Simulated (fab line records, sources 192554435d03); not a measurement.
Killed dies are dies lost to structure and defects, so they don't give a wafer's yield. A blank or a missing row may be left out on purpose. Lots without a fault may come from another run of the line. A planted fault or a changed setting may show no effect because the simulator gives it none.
fab line records | flow n5_finfet
record lots=11 wafers=33 last_day=17
route steps=1938 shown BEOL_M10@1504 PASSIVATION@1936
lots that met no fault: from a run of the same line without faults
start_h: hours from the record's first day to the start of the lot's first wafer shown | wait_h: hours since the lot's step before | " the same as in the row above | L1.1+2: a row that stands for several wafers | - no value, or no start given | * or withheld: withheld | < > ~ a bound
route shown NAME@n: a module of which the file shows steps, and the number in the route of the first | usual: mean/standard deviation of fault-free wafers | same: alike in all rows | chamber/n: place in a boat | sites: the reading at each site | _std_site: their standard deviation | _edge_site: outer sites' mean less inner sites' | radius_mm: how far each site lies from the wafer's centre | mask NAME#n: copy n | behind: the tool/chamber that last shaped the wafer | hold: why the lot was held/for how many hours/how that ended | device: the transistor (n, p or np) that didn't switch | end of line: the same wafers' tests at the end of the route | a step without rows: its recipe alone | killed: dies lost to structure and defects at the first sort, not the wafer's yield | map: a wafer's dies, x killed, . not, _ none there
set.NAME: the setting as run; set.NAME@STEP: as run at that earlier step | model.NAME: the simulator's own value behind a step, which no gauge read
steps of the route over a sample of lots; a table a step, a row a wafer
services: from which hour (start_h, from the record's first day; less than 0 if before it) a tool's chamber was out of use, for how many hours, and why
## steps
# step N5_BEOL_M10_INSPECT_30
# recipe mode=adi inspect_instrument=brightfield
# usual raw_defect_count=430/90
# columns lot.wafer tool chamber start_h wait_h raw_defect_count
L931.1 defect_inspect-02 - 229.33 0.0 457
L931.2 " - " " 469
L931.5 " - " " 403
L933.2 defect_inspect-02 - 245.00 0.0 389
L933.3 " - " " 388
L933.6 " - " " 457
L932.1 defect_inspect-02 - 245.16 0.0 430
L932.2 " - " " 414
L932.3 " - " " 400
L936.1 defect_inspect-01 - 270.22 0.0 476
L936.3 " - " " 351
L936.6 " - " " 313
L938.1 defect_inspect-01 - 276.92 0.0 429
L938.2 " - " " 439
L938.6 " - " " 427
L937.2 defect_inspect-01 - 277.09 0.0 406
L937.3 " - " " 479
L937.5 " - " " 350
L941.3 defect_inspect-02 - 303.75 0.0 322
L941.5 " - " " 381
L941.6 " - " " 384
L942.3 defect_inspect-02 - 308.20 0.0 417
L942.4 " - " " 274
L942.5 " - " " 318
L945.3 defect_inspect-01 - 314.90 0.0 446
L945.4 " - " " 371
L945.5 " - " " 534
L948.1 defect_inspect-02 - 344.51 0.0 631
L948.2 " - " " 797
L948.5 " - " " 661
L951.2 defect_inspect-02 - 359.74 0.0 347
L951.5 " - " " 493
L951.6 " - " " 431
# step N5_BEOL_M10_VIA_ETCH_34
# recipe chemistry=C4F6/O2 target=SiCOH_lowk target_depth_a=1845 mask_material=SOC taper_deg=4 time_s=69.2 ion_energy_ev=250 pressure_mtorr=30 source_w=345 bias_w=185 Ar_flow_sccm=300 C4F6_flow_sccm=10 O2_flow_sccm=10
# usual drypump_motor_current_A=5.7/0.35 oes_product_au=0.78/0.1 rf_vpp_V=662/12 run_length_s=92.5/0.44 showerhead_plenum_p_Torr=2.85/0.11 throttle_valve_pct=20.88/0.24
# columns lot.wafer tool chamber start_h wait_h drypump_motor_current_A oes_product_au rf_hours_counter_h rf_vpp_V run_length_s showerhead_plenum_p_Torr throttle_valve_pct
L931.1 rie_diel-03 1 229.57 0.0 5.3 0.69 210 641 91.9 2.92 20.88
L931.2 " 2 " " 6.1 0.68 242 651 93.4 2.81 20.78
L931.5 " 0 " " 5.6 0.75 - 660 92.2 2.72 20.95
L933.2 rie_diel-03 3 245.24 0.0 5.9 0.83 72 672 92.5 2.98 20.70
L933.3 " 2 " " 6.1 0.69 246 651 92.6 2.81 20.80
L933.6 " 3 " " 5.9 0.83 - 670 92.2 2.97 20.70
L932.1 rie_diel-06 0 245.40 0.0 5.8 0.73 200 657 92.1 2.94 21.06
L932.2 " 3 " " 5.2 0.73 189 654 92.4 2.70 20.63
L932.3 " 1 " " 5.4 0.71 229 692 93.1 2.82 21.29
L936.1 rie_diel-03 3 270.47 0.0 5.9 0.81 82 672 92.7 2.97 20.71
L936.3 " 0 " " 5.5 0.73 182 659 92.3 2.72 20.98
L936.6 " 3 " " 5.9 0.81 - 672 92.0 2.97 20.71
L938.1 rie_diel-02 1 277.17 0.0 5.9 0.70 245 674 93.0 2.90 21.11
L938.2 " 3 " " 5.5 0.72 245 660 92.9 2.80 21.42
L938.6 " 2 " " 5.4 1.00 - 666 91.6 2.80 20.48
L937.2 rie_diel-03 0 277.33 0.0 5.5 0.73 186 660 92.3 2.72 20.95
L937.3 " 1 " " 5.3 0.68 228 641 92.1 2.91 20.91
L937.5 " 3 " " 5.9 0.80 - 672 92.1 2.97 20.73
L941.3 rie_diel-06 3 303.99 0.0 5.3 0.70 212 653 92.8 2.69 20.66
L941.5 " 0 " " 5.8 0.70 - 659 92.1 2.93 21.10
L941.6 " 3 " " 5.3 0.70 - 655 92.5 2.69 20.66
L942.3 rie_diel-06 0 308.44 0.0 5.8 0.71 225 659 86.1 2.93 21.10
L942.4 " 3 " " 5.2 0.71 - 653 92.7 2.69 20.66
L942.5 " 2 " " 6.2 0.88 - 662 92.5 3.03 20.82
L945.3 rie_diel-06 2 315.15 0.0 6.3 0.87 41 663 92.3 3.03 20.83
L945.4 " 3 " " 5.3 0.70 - 653 92.7 2.69 20.67
L945.5 " 0 " " 5.8 0.70 - 658 86.4 2.93 21.11
L948.1 rie_diel-03 2 345.04 0.0 6.1 0.89 18 651 93.0 2.80 20.52
L948.2 " 0 " " 5.6 0.72 210 659 92.3 2.71 21.00
L948.5 " 3 " " 5.9 0.80 - 671 92.3 2.96 20.76
L951.2 rie_diel-02 2 360.36 0.0 5.4 0.91 43 665 91.8 2.78 20.53
L951.5 " 3 " " 5.6 0.99 - 660 92.7 2.79 21.15
L951.6 " 2 " " 5.4 0.91 - 667 91.9 2.78 20.53
# step N5_BEOL_M10_TRENCH_ETCH_37
# recipe chemistry=C4F6/O2 target_depth_a=1488.3 target=SiCOH_lowk time_s=48 ion_energy_ev=250 pressure_mtorr=30 source_w=345 bias_w=185 Ar_flow_sccm=300 C4F6_flow_sccm=10 O2_flow_sccm=10
# usual drypump_motor_current_A=5.7/0.34 oes_product_au=0.78/0.099 rf_vpp_V=662/12 run_length_s=71.3/0.51 showerhead_plenum_p_Torr=2.85/0.11 throttle_valve_pct=20.91/0.24
# columns lot.wafer tool chamber start_h wait_h drypump_motor_current_A oes_product_au rf_hours_counter_h rf_vpp_V run_length_s showerhead_plenum_p_Torr throttle_valve_pct
L931.1 rie_diel-03 1 - - 5.3 0.69 210 644 70.8 2.92 20.92
L931.2 " 2 " " 6.1 0.69 242 652 71.8 2.81 20.82
L931.5 " 0 " " 5.5 0.76 - 659 70.9 2.72 20.96
L933.2 rie_diel-03 3 - - 6.0 0.83 73 671 70.9 2.98 20.72
L933.3 " 2 " " 6.1 0.69 246 650 72.0 2.81 20.83
L933.6 " 3 " " 5.9 0.83 - 671 70.9 2.97 20.74
L932.1 rie_diel-06 0 - - 5.8 0.72 200 657 70.7 2.94 21.11
L932.2 " 3 " " 5.2 0.72 189 654 71.2 2.70 20.64
L932.3 " 1 " " 5.5 0.70 229 692 71.9 2.82 21.32
L936.1 rie_diel-03 3 - - 5.9 0.81 82 670 71.7 2.97 20.73
L936.3 " 0 " " 5.5 0.74 182 660 71.7 2.72 20.99
L936.6 " 3 " " 5.9 0.81 - 674 71.1 2.97 20.74
L938.1 rie_diel-02 1 - - 5.9 0.70 245 674 71.5 2.90 21.13
L938.2 " 3 " " 5.6 0.72 245 661 71.8 2.80 21.44
L938.6 " 2 " " 5.4 1.00 - 667 70.8 2.80 20.51
L937.2 rie_diel-03 0 - - 5.6 0.74 186 659 70.8 2.72 21.02
L937.3 " 1 " " 5.3 0.68 228 641 71.0 2.91 20.93
L937.5 " 3 " " 5.9 0.81 - 670 71.1 2.97 20.75
L941.3 rie_diel-06 3 - - 5.2 0.70 212 654 71.2 2.69 20.68
L941.5 " 0 " " 5.8 0.70 - 658 70.9 2.93 21.13
L941.6 " 3 " " 5.2 0.70 - 652 71.2 2.69 20.68
L942.3 rie_diel-06 0 - - 5.8 0.71 226 656 70.8 2.93 21.13
L942.4 " 3 " " 5.2 0.71 - 656 71.6 2.69 20.70
L942.5 " 2 " " 6.3 0.87 - 663 71.4 3.03 20.85
L945.3 rie_diel-06 2 - - 6.3 0.87 41 663 71.8 3.03 20.86
L945.4 " 3 " " 5.2 0.70 - 654 71.8 2.69 20.69
L945.5 " 0 " " 5.8 0.70 - 658 70.5 2.93 21.12
L948.1 rie_diel-03 2 - - 6.1 0.88 18 650 71.7 2.80 20.53
L948.2 " 0 " " 5.5 0.73 210 658 70.9 2.71 21.03
L948.5 " 3 " " 5.9 0.79 - 671 71.2 2.96 20.77
L951.2 rie_diel-02 2 - - 5.4 0.92 43 666 70.4 2.78 20.58
L951.5 " 3 " " 5.6 0.99 - 658 71.7 2.79 21.17
L951.6 " 2 " " 5.4 0.92 - 666 70.4 2.78 20.56
# step N5_BEOL_M10_OCD_MEAS_38
# usual trench_depth_nm=148.4/2.4
# columns lot.wafer tool chamber start_h wait_h trench_depth_nm
L931.1 ocd-02 - 229.86 - 148.1
L931.2 " - " " 145.0
L931.5 " - " " 149.3
L933.2 ocd-01 - 245.53 - 146.5
L933.3 " - " " 146.0
L933.6 " - " " 147.6
L932.1 ocd-02 - 245.69 - 148.8
L932.2 " - " " 148.3
L932.3 " - " " 145.5
L936.1 ocd-01 - 270.75 - 146.2
L936.3 " - " " 148.6
L936.6 " - " " 145.6
L938.1 ocd-01 - 277.45 - 146.1
L938.2 " - " " 149.8
L938.6 " - " " 152.8
L937.2 ocd-01 - 277.62 - 150.3
L937.3 " - " " 149.4
L937.5 " - " " 146.0
L941.3 ocd-02 - 304.28 - 148.2
L941.5 " - " " 147.7
L941.6 " - " " 148.2
L942.3 ocd-02 - 308.73 - 150.2
L942.4 " - " " 150.5
L942.5 " - " " 149.4
L945.3 ocd-02 - 315.43 - 148.7
L945.4 " - " " 148.1
L945.5 " - " " 147.3
L948.1 ocd-02 - 345.33 - 146.6
L948.2 " - " " 150.0
L948.5 " - " " 146.6
L951.2 ocd-02 - 360.65 - 154.1
L951.5 " - " " 152.8
L951.6 " - " " 153.4
# step N5_PASSIVATION_PROBE_49
# usual defect_limited_yield=91.4/1.5 killed_at_M0_to_M3=34/12 killed_at_M4_up=12/4.9 killed_at_contacts=13/7.2 killed_at_front_end=39/12 killed_at_other=3.7/2.9 killed_dies=101/18 killed_on_rim=13/4 killed_open=67/14 killed_short=33/7.2 sort_bin_5_function=5.1/0.97 sort_bin_6_memory=3.2/0.67 sort_n_pass=1079/17 sort_yield_pct=91.4/1.5
# same gross_dies=1180 killed_at_back_side=0 sort_bin_4_leakage[%]=0 sort_bin_8_speed[%]=0
# columns lot.wafer tool chamber start_h wait_h defect_limited_yield[%] killed_at_M0_to_M3 killed_at_M4_up killed_at_contacts killed_at_front_end killed_at_other killed_dies killed_on_rim killed_open killed_short sort_bin_5_function[%] sort_bin_6_memory[%] sort_n_pass sort_yield_pct[%]
L931.1 prober-01 - 277.49 0.0 92.3 30 8 9 43 1 91 10 65 26 3.9 3.5 1089 92.3
L931.2 prober-01 - 277.54 0.1 90.3 50 12 4 45 3 114 12 61 45 5.1 3.9 1066 90.3
L931.5 prober-01 - 277.69 0.2 92.5 43 5 6 33 1 88 12 51 34 4.2 2.7 1092 92.5
L942.3 prober-01 - 364.39 0.1 89.7 25 20 9 63 4 121 13 77 43 7.1 3.1 1059 89.7
L942.4 prober-01 - 364.44 0.2 92.5 32 21 3 30 2 88 10 60 25 5.1 2.2 1092 92.5
L942.5 prober-01 - 364.49 0.2 91.3 44 11 2 37 9 103 9 65 38 5.1 3.0 1077 91.3
# killed by level:class
L931.1 BEOL_M0_SAQP:geometric_particle:open=12 FIN_SAQP:geometric_particle:open=9 STI_FIN_REVEAL:geometric_particle:open=8 MOL_CONTACT_COAG:geometric_particle:open=8 BEOL_M2:geometric_particle:open=8 STARTING-WAFER:geometric_particle:short=6 FIN_SAQP:geometric_particle:short=5 GATE_CUT:geometric_particle:open=4
L931.2 FIN_SAQP:geometric_particle:short=15 BEOL_M2:geometric_particle:open=11 BEOL_M3:geometric_particle:open=10 BEOL_M0_SAQP:geometric_particle:open=8 GATE_CUT:geometric_particle:short=7 BEOL_M0_SAQP:geometric_particle:short=6 BEOL_M4:geometric_particle:open=6 HKMG_FIN:area_etch=6
L931.5 BEOL_M2:geometric_particle:open=14 BEOL_M0_SAQP:geometric_particle:short=7 BEOL_M1:geometric_particle:open=7 FIN_SAQP:geometric_particle:short=6 STI_FIN_REVEAL:geometric_particle:open=5 MOL_CONTACT_COAG:geometric_particle:open=5 STARTING-WAFER:geometric_particle:open=5 GATE_CUT:geometric_particle:short=4
L942.3 FIN_SAQP:geometric_particle:open=12 FIN_SAQP:geometric_particle:short=10 STI_FIN_REVEAL:geometric_particle:open=9 BEOL_M4:geometric_particle:open=8 BEOL_M2:geometric_particle:open=8 MOL_CONTACT_COAG:geometric_particle:open=7 BEOL_M5:geometric_particle:open=7 GATE_CUT:geometric_particle:open=6
L942.4 BEOL_M2:geometric_particle:open=10 BEOL_M3:geometric_particle:open=8 BEOL_M5:geometric_particle:open=7 BEOL_M4:geometric_particle:open=6 FIN_SAQP:geometric_particle:short=4 FIN_SAQP:geometric_particle:open=4 STI_FIN_REVEAL:geometric_particle:open=4 BEOL_M0_SAQP:geometric_particle:short=4
L942.5 BEOL_M3:geometric_particle:open=13 STI_FIN_REVEAL:geometric_particle:open=11 BEOL_M0_SAQP:geometric_particle:short=10 BEOL_M0_SAQP:geometric_particle:open=7 FIN_SAQP:geometric_particle:short=5 STI_FIN_REVEAL:geometric_particle:short=5 BEOL_M2:geometric_particle:open=5 PASS1_CAP:geometric_particle:open=5
## services
# columns tool chamber start_h hours kind
rie_diel-03 3 225.89 3.9 repair
rie_diel-02 2 241.87 - clean
rie_diel-02 2 241.87 - consumable_replace:focus_ring
rie_diel-02 2 241.87 24.2 scheduled_down
rie_diel-02 2 241.87 24.2 vent_cycle
rie_diel-03 2 256.56 - clean
rie_diel-03 2 256.56 - consumable_replace:focus_ring
rie_diel-03 2 256.56 32.4 scheduled_down
rie_diel-03 2 256.56 32.4 vent_cycle
rie_diel-06 2 279.68 6.7 repair
rie_diel-02 0 290.62 - clean
rie_diel-02 0 290.62 - consumable_replace:focus_ring
rie_diel-02 0 290.62 26.0 scheduled_down
rie_diel-02 0 290.62 26.0 vent_cycle
rie_diel-06 1 303.13 - clean
rie_diel-06 1 303.13 - consumable_replace:focus_ring
rie_diel-06 1 303.13 17.1 scheduled_down
rie_diel-06 1 303.13 17.1 vent_cycle
rie_diel-02 1 316.83 - clean
rie_diel-03 1 337.73 - clean
rie_diel-03 1 337.73 - consumable_replace:focus_ring
rie_diel-03 1 337.73 17.7 scheduled_down
rie_diel-03 1 337.73 17.7 vent_cycle
rie_diel-03 - 355.55 2.2 repair
## key
first_sign step=N5_BEOL_M10_VIA_ETCH_34 reading=run_length_s direction=down sigmas=14 usual=* struck=*
effect none on later readings
met_at N5_BEOL_M10_VIA_ETCH_34
struck_lots L942,L945
struck_wafers L942.3,L945.5
not_acting_at N5_BEOL_M10_INSPECT_30,N5_BEOL_M10_TRENCH_ETCH_37,N5_BEOL_M10_OCD_MEAS_38
onset_between 303.99 308.44
fault kind=process_parameter_drift tool=rie_diel-06 chamber=0 onset_h=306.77 steps=N5_BEOL_M10_VIA_ETCH_34 channel=time_s offset=* shape=step acts_in=* stated=*
